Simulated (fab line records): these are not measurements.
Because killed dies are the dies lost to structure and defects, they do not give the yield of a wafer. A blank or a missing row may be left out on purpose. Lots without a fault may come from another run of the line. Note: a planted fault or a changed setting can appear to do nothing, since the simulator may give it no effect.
Which of the tools did it? | flow nand harc | 24 lots with 72 wafers sampled at 2 steps, on a route of 1302 steps

== WHAT EACH GAUGE READ, for each wafer ==
NHARC_P_GATE_CD_MEAS_59 targets a cd of 720 nm.
lot  | measured     | on        | cd nm (nm)
L074 | day 5 17:43  | cd sem-01 | 718.5 718.8 721.1
L075 | day 5 20:37  | cd sem-01 | 719.2 717.8 721.1
L076 | day 6 11:16  | cd sem-01 | 719.1 718.0 716.3
L077 | day 6 21:14  | cd sem-02 | 717.5 718.0 718.8
L078 | day 7 03:26  | cd sem-02 | 719.1 717.3 717.5
L079 | day 7 19:34  | cd sem-03 | 724.8 719.2 720.5
L080 | day 8 14:26  | cd sem-03 | 717.9 719.0 717.0
L081 | day 8 14:29  | cd sem-02 | 721.5 721.5 718.3
L082 | day 8 23:13  | cd sem-03 | 722.2 723.1 721.0
L083 | day 9 16:50  | cd sem-03 | 718.4 719.0 717.7
L084 | day 9 15:22  | cd sem-03 | 718.1 719.2 719.2
L085 | day 10 10:20 | cd sem-02 | 716.9 719.5 717.6
L086 | day 10 16:25 | cd sem-02 | 724.7 718.6 721.6
L087 | day 10 19:37 | cd sem-03 | 722.0 722.2 720.4
L088 | day 11 07:32 | cd sem-03 | 718.3 719.2 722.1
L089 | day 12 04:25 | cd sem-01 | 719.9 718.6 718.3
L090 | day 12 11:08 | cd sem-01 | 715.2 718.5 715.9
L091 | day 12 16:10 | cd sem-01 | 721.5 720.1 719.1
L092 | day 12 21:38 | cd sem-02 | 718.8 718.1 719.5
L093 | day 13 10:51 | cd sem-01 | 721.4 720.0 718.1
L094 | day 13 22:41 | cd sem-03 | 719.6 722.2 717.8
L095 | day 14 02:55 | cd sem-03 | 721.0 724.2 719.7
L096 | day 14 13:17 | cd sem-02 | 723.9 725.2 722.0
L097 | day 15 01:55 | cd sem-02 | 724.5 723.5 725.8

== EACH LOT AND THE TOOL THAT RAN IT (in order: tool; ch and the chambers of the sampled wafers; start) ==
lot  | NHARC_P_ZERO_WELL_DESCUM_39
L074 | rie diel-03 ch 0,3, day 2 00:34
L075 | rie diel-03 ch 0,3, day 2 10:14
L076 | rie diel-09 ch 0,1,2, day 2 20:19
L077 | rie diel-03 ch 0,1,3, day 3 06:19
L078 | rie diel-10 ch 0,3, day 3 16:16
L079 | rie diel-03 ch 0,3, day 4 02:19
L080 | rie diel-09 ch 1,2,3, day 4 12:22
L081 | rie diel-10 ch 1,2,3, day 4 22:52
L082 | rie diel-09 ch 0,2,3, day 5 08:19
L083 | rie diel-03 ch 0,3, day 5 18:45
L084 | rie diel-10 ch 0,1,2, day 6 04:12
L085 | rie diel-10 ch 0,1,2, day 6 14:24
L086 | rie diel-03 ch 0,3, day 7 00:10
L087 | rie diel-10 ch 2,3, day 7 10:26
L088 | rie diel-09 ch 0,3, day 7 20:20
L089 | rie diel-09 ch 1,2, day 8 09:08
L090 | rie diel-03 ch 1,2, day 8 16:15
L091 | rie diel-10 ch 0,1,2, day 9 02:19
L092 | rie diel-09 ch 0,3, day 9 12:24
L093 | rie diel-03 ch 1,2,3, day 9 22:10
L094 | rie diel-09 ch 0,3, day 10 09:28
L095 | rie diel-09 ch 0,2,3, day 10 18:17
L096 | rie diel-03 ch 2,3, day 11 04:12
L097 | rie diel-03 ch 1,3, day 11 14:09
- NHARC_P_ZERO_WELL_DESCUM_39: chemistry O2, time 3 s.

== AS READ BY THE TOOLS THEMSELVES (means over the sampled wafers that have a number; for cases with no such wafer, the mark the record gives instead) ==
NHARC_P_ZERO_WELL_DESCUM_39.
lot  | tool        | drypump motor current A (A) | oes product au (a.u.) | rf vpp V (V) | showerhead plenum p Torr (Torr) | throttle valve pct (%)
L074 | rie diel-03 | 5.9                         | 0.996                 | 57.8         | 1.97                            | 11.317
L075 | rie diel-03 | 5.9                         | 0.993                 | 58.5         | 1.91                            | 11.309
L076 | rie diel-09 | 5.5                         | 0.994                 | 58.0         | 1.95                            | 11.308
L077 | rie diel-03 | 5.8                         | 1.001                 | 57.9         | 1.91                            | 11.318
L078 | rie diel-10 | 4.9                         | 1.001                 | 58.5         | 1.95                            | 11.309
L079 | rie diel-03 | 5.9                         | 1.002                 | 57.3         | 1.96                            | 11.307
L080 | rie diel-09 | 5.6                         | 0.989                 | 57.3         | 1.96                            | 11.313
L081 | rie diel-10 | 5.7                         | 0.986                 | 58.2         | 1.98                            | 11.313
L082 | rie diel-09 | 5.3                         | 0.995                 | 58.1         | 1.93                            | 11.319
L083 | rie diel-03 | 5.9                         | 0.996                 | 58.2         | 1.96                            | 11.315
L084 | rie diel-10 | 5.9                         | 0.998                 | 58.9         | 1.99                            | 11.319
L085 | rie diel-10 | 6.0                         | 0.998                 | 57.5         | 1.99                            | 11.315
L086 | rie diel-03 | 5.9                         | 1.002                 | 58.0         | 1.96                            | 11.309
L087 | rie diel-10 | 5.2                         | 0.983                 | 57.1         | 1.98                            | 11.320
L088 | rie diel-09 | 5.5                         | 1.004                 | 58.3         | 1.96                            | 11.313
L089 | rie diel-09 | 5.7                         | 0.988                 | 58.1         | 1.97                            | 11.316
L090 | rie diel-03 | 5.6                         | 1.005                 | 57.8         | 1.90                            | 11.316
L091 | rie diel-10 | 6.0                         | 1.001                 | 57.9         | 1.98                            | 11.313
L092 | rie diel-09 | 5.5                         | 0.995                 | 57.7         | 1.95                            | 11.313
L093 | rie diel-03 | 5.7                         | 0.988                 | 57.2         | 1.96                            | 11.314
L094 | rie diel-09 | 5.3                         | 1.009                 | 57.6         | 1.93                            | 11.314
L095 | rie diel-09 | 5.3                         | 0.999                 | 58.0         | 1.92                            | 11.318
L096 | rie diel-03 | 5.7                         | 0.997                 | 58.4         | 2.01                            | 11.322
L097 | rie diel-03 | 5.8                         | 0.988                 | 57.9         | 1.95                            | 11.310

== THE ANSWER, worked out from the rows above alone ==
Rule: usual is defined by the lots themselves. The widest of any qualifying gaps counts: lots, ordered by their means at a reading, are off when they make up no more than a third of the lots, leave a main group of 4 or more, and stand apart from it by 3 or more times the standard deviation of that group's means. Not used: any main group whose means are identical at the precision the tables above print for the reading. Also off: a lot with no number at a reading for which 4 or more lots have one. The other lots that the step has rows for count as sound. First the gauges in route order, then the tools' own readings, where a lot's mean is used as printed above. The first step at which some lot is off is used, and at that step the reading that is off furthest; a lot without a number counts as furthest.
None of the lots is off at any reading shown; this tells nothing.

== WHAT THE SIMULATOR HAD INSERTED ==
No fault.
